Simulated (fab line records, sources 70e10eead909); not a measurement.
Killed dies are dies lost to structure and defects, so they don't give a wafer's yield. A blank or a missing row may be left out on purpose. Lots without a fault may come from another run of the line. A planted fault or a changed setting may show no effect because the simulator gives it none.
One fault seen from 3 desks | flow nand_harc | each desk has only its own numbers; what lay behind them comes last

THE DEFECT DESK
What the inspections along the route counted, lot by lot: means of the sampled wafers that have a number. A lot is out of limits, marked OUT, if its mean lies more than 4 standard deviations from the usual mean; the brackets give that distance.
Columns: A = raw_defect_count at NHARC_A_CHANNEL_HOLE_D2_INSPECT_40, usual 290
lot  | first seen here | A
L372 | day 13 10:45    | 316
L373 | day 14 01:56    | 373
L374 | day 14 19:09    | 315
L376 | day 15 08:17    | 220
L378 | day 16 07:18    | 395
L379 | day 16 14:57    | 361
L380 | day 16 23:31    | 199
L381 | day 17 12:04    | 295
L390 | day 20 22:58    | 246
L391 | day 21 10:01    | 305
L392 | day 22 17:38    | 414
L394 | day 22 22:55    | 444
L395 | day 23 16:22    | 386
This desk's finding: nothing out of limits on any of the 13 lots.

THE METROLOGY DESK
What the gauges read, lot by lot, whatever tool the lot ran on: means of the sampled wafers that have a number. A lot is out of limits, marked OUT, if its mean lies more than 4 standard deviations from the usual mean; the brackets give that distance.
Columns: A = overlay_x_nm at NHARC_A_CHANNEL_HOLE_D2_OVL_MEAS_11, usual -0.2 nm; B = overlay_y_nm at NHARC_A_CHANNEL_HOLE_D2_OVL_MEAS_11, usual -0.1 nm
lot  | first seen here | A    | B
L372 | day 13 02:15    | 0.1  | -0.4
L373 | day 13 16:19    | -1.3 | -0.7
L374 | day 14 08:00    | 0.3  | 0.4
L376 | day 15 01:11    | 1.3  | 0.1
L378 | day 15 20:35    | -1.2 | 1.0
L379 | day 16 07:56    | 0.5  | -0.9
L380 | day 16 15:57    | 0.2  | -1.0
L381 | day 17 01:17    | -0.7 | 0.7
L390 | day 20 15:59    | 0.5  | 0.3
L391 | day 21 01:13    | -0.2 | 0.3
L392 | day 22 10:39    | 0.8  | 0.3
L394 | day 22 15:56    | -0.6 | -0.2
L395 | day 23 07:43    | 0.2  | 0.1
This desk's finding: nothing out of limits on any of the 13 lots.

THE TOOL OWNER'S DESK: ald_sin_batch-03
The tool's own readings at NHARC_A_CHANNEL_FILL_D2_ALD_03 (deposits SiNx, target thk 6 nm, pulse time 60 s, ald cycles 58): means of the sampled wafers that have a number, for each lot that ran on this tool. A lot is out of limits, marked OUT, if its mean lies more than 4 standard deviations from the usual mean; the brackets give that distance.
Columns: A = precursor_pulse_height_rel at NHARC_A_CHANNEL_FILL_D2_ALD_03, usual 1.003; B = susceptor_temp_C at NHARC_A_CHANNEL_FILL_D2_ALD_03, usual 630.05 C
lot  | first seen here | A     | B
L376 | day 15 11:55    | 1.021 | 630.06
L379 | day 16 18:38    | 1.016 | 607.14 (-85) OUT
L381 | day 17 15:58    | 0.998 | 607.49 (-84) OUT
L395 | day 23 20:00    | 0.994 | -
This desk's finding: out of limits on L379, L381; first on L379, day 16 18:38 (susceptor_temp_C at NHARC_A_CHANNEL_FILL_D2_ALD_03). In limits: L376, L395.

PUT TOGETHER
The tool owner's desk could have raised an alarm at day 16 18:38, on L379, L381.
The defect desk saw nothing out of limits.
The metrology desk saw nothing out of limits.
The defect desk has L379, L381 on record, within its limits.
The metrology desk has L379, L381 on record, within its limits.
Of the lots named, all ran NHARC_A_CHANNEL_FILL_D2_ALD_03 on ald_sin_batch-03.

WHAT THE SIMULATOR HAD PUT IN
Process parameter drift: ald_sin_batch-03, from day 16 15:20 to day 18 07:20, at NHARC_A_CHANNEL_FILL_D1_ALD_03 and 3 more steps. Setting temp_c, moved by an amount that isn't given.
Lots struck among those shown: L379, L381.
Hours from the fault's start to each desk's first reading out of limits: the tool owner's desk, 3.
